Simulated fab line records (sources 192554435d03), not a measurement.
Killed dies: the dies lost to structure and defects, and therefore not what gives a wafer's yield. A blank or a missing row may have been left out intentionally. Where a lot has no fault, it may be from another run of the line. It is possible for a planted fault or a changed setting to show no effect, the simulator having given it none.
Matching of chambers	flow n5_finfet	4 sister chambers for N5_BEOL_M0_SAQP_ETCH_102 on rie_si-04
The step etches SiO2 in CF4, target depth 4 nm, time 4.4 s. 4 wafers are shown with their chamber, then 9 later ones without.

WAFERS PAIRED WITH THEIR CHAMBERS
wafer	chamber	throttle_valve_pct (%)
L081.3	2	21.50
L083.1	3	21.88
L083.4	1	21.77
L083.6	0	21.77

WAFERS WITH NO CHAMBER GIVEN
wafer	throttle_valve_pct (%)
L088.2	21.51
L088.4	21.87
L088.6	21.79
L096.3	21.53
L096.4	21.87
L096.6	21.77
L097.3	21.51
L097.4	21.80
L097.5	21.78

CHAMBER TAKEN BY EACH
wafer	from the rows above	in truth
L088.2	2	2
L088.4	3	3
L088.6	can't be placed: 0 or 1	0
L096.3	2	2
L096.4	3	3
L096.6	can't be placed: 0 or 1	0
L097.3	2	2
L097.4	can't be placed: 0 or 1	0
L097.5	can't be placed: 0 or 1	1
Correct placement for 5 of the 9. These rows do not allow placing 4 (true chamber among the candidates in 4). 0 placed wrongly.
How it was worked out, from the rows above alone: a wafer's distance from a chamber is the root of the sum, over the readings, of the square of ((its reading less the chamber's mean) divided by the reading's scatter). If the next closest chamber is less than 2 further off than the closest, the wafer can't be placed; otherwise it belongs to the closest. A chamber's mean is the mean of its shown wafers. The scatter (one wafer shown for each chamber): square how far every hidden wafer sits from the nearest shown wafer, average those squares and take the square root.
